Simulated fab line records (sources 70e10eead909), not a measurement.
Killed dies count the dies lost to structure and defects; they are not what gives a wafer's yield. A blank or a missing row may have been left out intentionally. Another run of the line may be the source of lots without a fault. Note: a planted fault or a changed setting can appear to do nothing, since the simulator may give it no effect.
Matching of chambers ; flow nandHarc ; 4 sister chambers for NHARC_A_CHANNEL_FILL_D1_ETCHBACK_19 on rieSi-02
The step etches the open film in HBr/Cl2, target depth 5 nm, time 1.7 s. 16 wafers are shown with their chamber, then 8 later ones without.

== WAFERS WITH THEIR CHAMBER ==
wafer;chamber;drypumpMotorCurrentA (A);oesProductAu (a.u.);rfFwdPowerW (W)
L074.1;0;5.5;1.015;390.1
L074.2;3;5.2;1.011;390.1
L074.5;2;5.5;0.987;388.1
L077.2;3;5.2;1.019;391.8
L077.3;0;5.5;1.013;390.9
L077.5;1;6.7;0.999;390.4
L084.1;1;6.7;0.977;389.9
L084.2;0;5.6;1.005;390.4
L084.3;2;5.5;0.983;388.3
L087.4;3;5.2;1.010;391.4
L087.5;3;5.2;1.000;391.3
L087.6;2;5.5;1.003;391.0
L089.2;1;6.7;0.986;387.6
L089.4;1;6.7;0.982;390.3
L089.6;3;5.2;1.006;392.2
L091.2;3;5.2;1.010;389.7

SIGNATURES (averages over the wafers above)
reading;chamber 0;chamber 1;chamber 2;chamber 3;scatter within a chamber
drypumpMotorCurrentA;5.533;6.700;5.500;5.200;0.0236
oesProductAu;1.01100;0.98600;0.99100;1.00933;0.00786
rfFwdPowerW;390.467;389.550;389.133;391.083;1.14
Rule: a wafer lies at a distance from a chamber equal to the root of the sum of squares, over the readings, of (its reading less the chamber's mean, divided by the reading's scatter). The wafer belongs to the nearest chamber; if the next one is less than 2 further off, it can't be placed. The scatter: the root of (the sum of the squares of (reading less its chamber's mean) over the shown wafers, divided by (wafers less chambers)).

== WAFERS WITHOUT THEIR CHAMBER ==
wafer;drypumpMotorCurrentA (A);oesProductAu (a.u.);rfFwdPowerW (W)
L091.3;5.5;0.996;391.5
L091.4;6.7;0.978;387.7
L092.3;5.3;1.005;388.5
L092.4;5.6;0.996;389.4
L092.5;5.2;1.011;387.3
L095.3;5.6;0.995;390.5
L095.4;5.2;1.017;389.3
L095.5;5.3;1.011;391.8

== THE CHAMBER EACH PASSED THROUGH ==
wafer;from the rows above;in truth
L091.3;can't be placed: 2 or 0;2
L091.4;1;1
L092.3;3;3
L092.4;can't be placed: 0 or 2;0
L092.5;3;3
L095.3;can't be placed: 0 or 2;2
L095.4;3;3
L095.5;3;3
Correctly placed: 5 of 8. Unplaceable from these rows: 3, with the true chamber sitting among the candidates in 3. Placed wrongly: 0.
